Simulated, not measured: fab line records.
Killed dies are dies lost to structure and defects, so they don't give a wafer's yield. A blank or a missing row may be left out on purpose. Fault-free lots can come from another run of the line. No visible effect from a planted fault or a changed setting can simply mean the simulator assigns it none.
A single fault, viewed from 3 desks	flow nand-harc	every desk sees just its own numbers, and what lay behind them comes last

== THE METROLOGY DESK ==
What the gauges read, lot by lot, whatever tool the lot ran on: means of the sampled wafers that have a number. A lot is out of limits, marked OUT, if its mean lies more than 4 standard deviations from the usual mean; the brackets give that distance.
Columns: A = overlay-x-nm at NHARC_A_SLIT_OVL_MEAS_10, usual 0.2 nm; B = overlay-y-nm at NHARC_A_SLIT_OVL_MEAS_10, usual -0.2 nm
lot	first seen here	A	B
L918	day 14 01:52	-0.4	-0.8
L921	day 14 21:25	1.1	-0.2
L919	day 14 23:12	1.6	0.1
L923	day 15 06:45	0.3	0.4
L925	day 15 07:11	-1.2	-1.8
L922	day 15 08:55	1.2	-0.5
L933	day 17 14:53	-0.3	-0.9
L935	day 18 00:11	0.5	-0.3
L936	day 18 20:31	-0.2	-1.7
L940	day 19 13:49	-0.6	-0.8
L939	day 19 15:08	0.0	0.4
L941	day 20 09:50	0.6	-1.0
This desk's verdict: no lot among the 12 shows anything out of limits.

== THE DEFECT DESK ==
Lot by lot, what the route's inspections counted, given as the mean of those sampled wafers with a number. A lot is out of limits, marked OUT, if its mean lies more than 4 standard deviations from the usual mean; the brackets give that distance.
Columns: A = raw-defect-count at NHARC_A_SLIT_INSPECT_11, usual 21
lot	first seen here	A
L918	day 14 01:55	13
L921	day 14 21:28	11
L919	day 14 23:14	23
L923	day 15 06:47	656 (+64) OUT
L925	day 15 07:14	28
L922	day 15 08:57	675 (+65) OUT
L933	day 17 14:55	14
L935	day 18 00:13	14
L936	day 18 20:32	42
L940	day 19 13:50	13
L939	day 19 15:10	38
L941	day 20 09:52	14
This desk's verdict: out of limits on L922, L923, starting with L923 at day 15 06:47 (raw-defect-count at NHARC_A_SLIT_INSPECT_11). In limits: L918, L921, L919, L925, L933, L935, L936, L940, L939, L941.

== FOR THE TOOL OWNER'S DESK: acl-dep-03 ==
The tool's own readings at NHARC_A_SLIT_DEP_00 (deposits aC, target thk 3200 nm): means of the sampled wafers that have a number, for each lot that ran on this tool. A lot is out of limits, marked OUT, if its mean lies more than 4 standard deviations from the usual mean; the brackets give that distance.
Columns: A = throttle-valve-pct at NHARC_A_SLIT_DEP_00, usual 35.001 %
lot	first seen here	A
L918	day 14 00:06	35.002
L921	day 14 18:50	35.009
L923	day 15 04:01	35.000
L922	day 15 06:54	35.003
L940	day 19 11:11	35.002
This desk's verdict: no lot among the 5 shows anything out of limits.

== PUT TOGETHER ==
The defect desk could have raised an alarm at day 15 06:47, on L922, L923.
The metrology desk saw nothing out of limits.
The tool owner's desk saw nothing out of limits.
The metrology desk has L922, L923 on record, within its limits.
The tool owner's desk has L922, L923 on record, within its limits.
Every lot named ran NHARC_A_SLIT_DEP_00 on acl-dep-03.

== WHAT THE SIMULATOR PUT IN ==
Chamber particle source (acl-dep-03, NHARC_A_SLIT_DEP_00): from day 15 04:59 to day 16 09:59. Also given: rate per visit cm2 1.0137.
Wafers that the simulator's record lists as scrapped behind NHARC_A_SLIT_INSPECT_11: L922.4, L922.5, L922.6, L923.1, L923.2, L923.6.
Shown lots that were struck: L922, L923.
Hours from the fault's start to each desk's first reading out of limits: the defect desk, 2.
